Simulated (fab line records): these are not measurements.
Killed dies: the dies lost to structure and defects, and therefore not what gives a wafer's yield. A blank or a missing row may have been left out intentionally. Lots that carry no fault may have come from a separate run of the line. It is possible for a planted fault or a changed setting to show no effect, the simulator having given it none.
Matching of chambers + flow n5-finfet + 3 sister chambers for N5_BEOL_M3_PRE_CLEAN_60 on cvd-co-01
The step time 15 s. 24 wafers are shown with their chamber, then 12 later ones without.

WAFERS PAIRED WITH THEIR CHAMBERS
| wafer  | chamber | heater-power-w (W) |
|--------|---------|--------------------|
| L075.1 | 2       | 91                 |
| L075.4 | 0       | 91                 |
| L075.5 | 2       | 92                 |
| L077.2 | 1       | 66                 |
| L077.5 | 2       | 91                 |
| L077.6 | 0       | 93                 |
| L082.1 | 0       | 92                 |
| L082.4 | 0       | 89                 |
| L082.5 | 1       | 65                 |
| L083.2 | 1       | 64                 |
| L083.5 | 1       | 66                 |
| L083.6 | 2       | 89                 |
| L087.1 | 0       | 93                 |
| L087.3 | 2       | 90                 |
| L087.5 | 0       | 91                 |
| L089.1 | 0       | 95                 |
| L089.2 | 1       | 66                 |
| L089.5 | 2       | 91                 |
| L088.2 | 0       | 95                 |
| L088.3 | 1       | 66                 |
| L088.5 | 0       | 94                 |
| L092.2 | 0       | 93                 |
| L092.3 | 2       | 93                 |
| L092.5 | 0       | 93                 |

SIGNATURES, as means of the wafers listed above
| reading        | chamber 0 | chamber 1 | chamber 2 | scatter within a chamber |
|----------------|-----------|-----------|-----------|--------------------------|
| heater-power-w | 92.64     | 65.50     | 91.00     | 1.48                     |
Rule: a wafer's distance from a chamber is the root of the sum, over the readings, of the square of ((its reading less the chamber's mean) divided by the reading's scatter). If the next closest chamber is less than 2 further off than the closest, the wafer can't be placed; otherwise it belongs to the closest. The scatter: take each reading less its chamber's mean, square it, sum over the shown wafers, divide by the number of wafers less the number of chambers, and take the root.

WAFERS MISSING THEIR CHAMBER
| wafer  | heater-power-w (W) |
|--------|--------------------|
| L095.3 | 96                 |
| L095.4 | 91                 |
| L095.5 | 64                 |
| L094.2 | 93                 |
| L094.3 | 92                 |
| L094.5 | 93                 |
| L097.1 | 93                 |
| L097.2 | 92                 |
| L097.3 | 66                 |
| L096.3 | 91                 |
| L096.4 | 94                 |
| L096.5 | 65                 |

WHICH CHAMBER EACH WENT THROUGH
| wafer  | from the rows above     | in truth |
|--------|-------------------------|----------|
| L095.3 | can't be placed: 0 or 2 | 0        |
| L095.4 | can't be placed: 2 or 0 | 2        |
| L095.5 | 1                       | 1        |
| L094.2 | can't be placed: 0 or 2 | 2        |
| L094.3 | can't be placed: 0 or 2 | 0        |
| L094.5 | can't be placed: 0 or 2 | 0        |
| L097.1 | can't be placed: 0 or 2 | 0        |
| L097.2 | can't be placed: 0 or 2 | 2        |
| L097.3 | 1                       | 1        |
| L096.3 | can't be placed: 2 or 0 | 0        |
| L096.4 | can't be placed: 0 or 2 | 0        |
| L096.5 | 1                       | 1        |
Correct placement for 3 of the 12. Cannot be placed on the basis of these rows: 9; the candidates contain the true chamber in 9. 0 placed wrongly.
